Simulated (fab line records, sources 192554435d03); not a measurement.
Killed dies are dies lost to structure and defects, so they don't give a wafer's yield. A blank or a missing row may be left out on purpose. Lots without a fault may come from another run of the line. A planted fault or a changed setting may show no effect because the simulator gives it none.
A struck lot beside a sound one | flow n5_finfet | 15 steps out of a route of 1938
Sound: wafers L235.1, L235.3, L235.5. Struck: wafer L245.5. (L245.1 of the same lot was not struck and is left out.) The cause comes at the end.
At each step with rows: each side's tool, then ch and its chambers, then its first start. Under that, the readings that differ: sound wafers | struck wafers | difference of the means | sigmas: that difference in standard deviations of wafers without a fault.
alike: readings whose means differ by less than 2 such deviations, and words and numbers that are the same on both sides. not compared: withheld readings, readings that some wafer has no value for, bounds like >300 that may hide the same value, and numbers for which the record gives no deviation and whose values overlap.
The two part at a step that has a row with sigmas, a row that says differs or no value, or rows on one side only. Numbers that don't overlap but have no deviation are shown without sigmas and don't part them. A reading that every wafer of one side lacks parts them only if that side has two wafers or more.

first, 4 steps without rows for these wafers: N5_SD_EPI_P_SOFTBAKE_04 (time 60 s); N5_SD_EPI_P_EXPOSE_06 (exposes mask SD P BLK, target cd 240 nm); N5_SD_EPI_P_PEB_07 (peb time 60 s); N5_SD_EPI_P_DEVELOP_08 (develop time 30 s).
N5_SD_EPI_P_CD_MEAS_09: target cd 240 nm.
  sound on cd_sem-02 ch 0, day 4 15:44; struck on cd_sem-03 ch 0, day 6 22:10
  alike: cd_nm
N5_SD_EPI_P_OVL_MEAS_10:
  sound on overlay-01 ch 0, day 4 15:46; struck on overlay-01 ch 0, day 6 22:11
  alike: SD_P_BLK_OVL
N5_SD_EPI_P_INSPECT_11: inspects for defects (macro).
  sound on defect_inspect-02, day 4 15:47; struck on defect_inspect-01, day 6 22:13
  alike: raw_defect_count
N5_SD_EPI_P_DESCUM_14: chemistry O2, time 7.9 s.
  sound on rie_diel-05 ch 0,1,3, day 4 15:56; struck on rie_diel-05 ch 1, day 6 22:46
  alike: drypump_motor_current_A, oes_product_au, rf_vpp_V, showerhead_plenum_p_Torr, throttle_valve_pct
  not compared: rf_hours_counter_h
N5_SD_EPI_P_ETCH_36: etches SiARC in CF4, target depth 45.5 nm, time 75.8 s.
  sound on rie_diel-05 ch 0,1,3, day 4 15:59; struck on rie_diel-05 ch 1, day 6 22:48
  alike: drypump_motor_current_A, etch_rf_on_time_s, oes_product_au, rf_vpp_V, showerhead_plenum_p_Torr, throttle_valve_pct
  not compared: rf_hours_counter_h
N5_SD_EPI_P_ETCH_37: etches SOC in N2/H2, overetch 108 nm, time 486 s.
  sound on rie_diel-05 ch 0,1,3, day 4 16:02; struck on rie_diel-05 ch 1, day 6 22:52
  alike: drypump_motor_current_A, oes_product_au, rf_vpp_V, showerhead_plenum_p_Torr, throttle_valve_pct
  not compared: rf_hours_counter_h
then, 1 step without rows for these wafers: N5_SD_EPI_P_STRIP_38 (strips in N2/H2).
N5_SD_EPI_P_ETCHBACK_46: etches SiNx in CH3F/O2, stops on SiO2, target depth 17.5 nm.
  sound on rie_diel-05 ch 0,1,3, day 4 16:22; struck on rie_diel-05 ch 1, day 6 23:11
  alike: drypump_motor_current_A, oes_product_au, rf_vpp_V, showerhead_plenum_p_Torr, throttle_valve_pct
  not compared: rf_hours_counter_h
N5_SD_EPI_P_ETCH_47: etches SiOCN in CH3F/O2, target depth 25 nm.
  sound on rie_diel-05 ch 0,1,3, day 4 16:28; struck on rie_diel-05 ch 1, day 6 23:17
  reading                  | sound            | struck | difference | sigmas
  oes_product_au (a.u.)    | 0.76 0.85 0.74   | 0.96   | +0.18      | +2
  model.etch.depth_nm (nm) | 25.14 25.3 24.84 | 36.43  | +11.34     |
  alike: drypump_motor_current_A, rf_vpp_V, showerhead_plenum_p_Torr, throttle_valve_pct
  not compared: rf_hours_counter_h
N5_SD_EPI_P_ETCH_16: etches SiO2 in CHF3/O2, target depth 5 nm.
  sound on rie_diel-05 ch 0,1,3, day 4 16:34; struck on rie_diel-05 ch 1, day 6 23:23
  alike: CHF3_flow_sccm, drypump_motor_current_A, oes_product_au, rf_vpp_V, showerhead_plenum_p_Torr, throttle_valve_pct
  not compared: rf_hours_counter_h
-- the record jumps here: 5 days lie between the struck wafers' starts before and after (it left off in module SD_EPI_P and takes up again in module BEOL_M4, whose first step shown is number 1111 of the route) --
N5_BEOL_M4_RC_MEAS_101:
  sound on prober-01 ch 0, day 9 03:13; struck on prober-01 ch 0, day 12 00:22
  alike: DIBL_N, DIBL_P, IOFF_N, IOFF_P, ION_N, ION_P, SS_N, SS_P, VT_N, VT_P

WHERE THEY PART
Only at N5_SD_EPI_P_ETCH_47, within this record. Later steps at which nothing parts them and some readings are alike: N5_SD_EPI_P_ETCH_16, N5_BEOL_M4_RC_MEAS_101.

WHY: what the simulator had put in
Process parameter drift: rie_diel-05, from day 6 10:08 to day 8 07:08, at N5_SD_EPI_P_ETCH_47. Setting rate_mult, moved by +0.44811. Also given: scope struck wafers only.
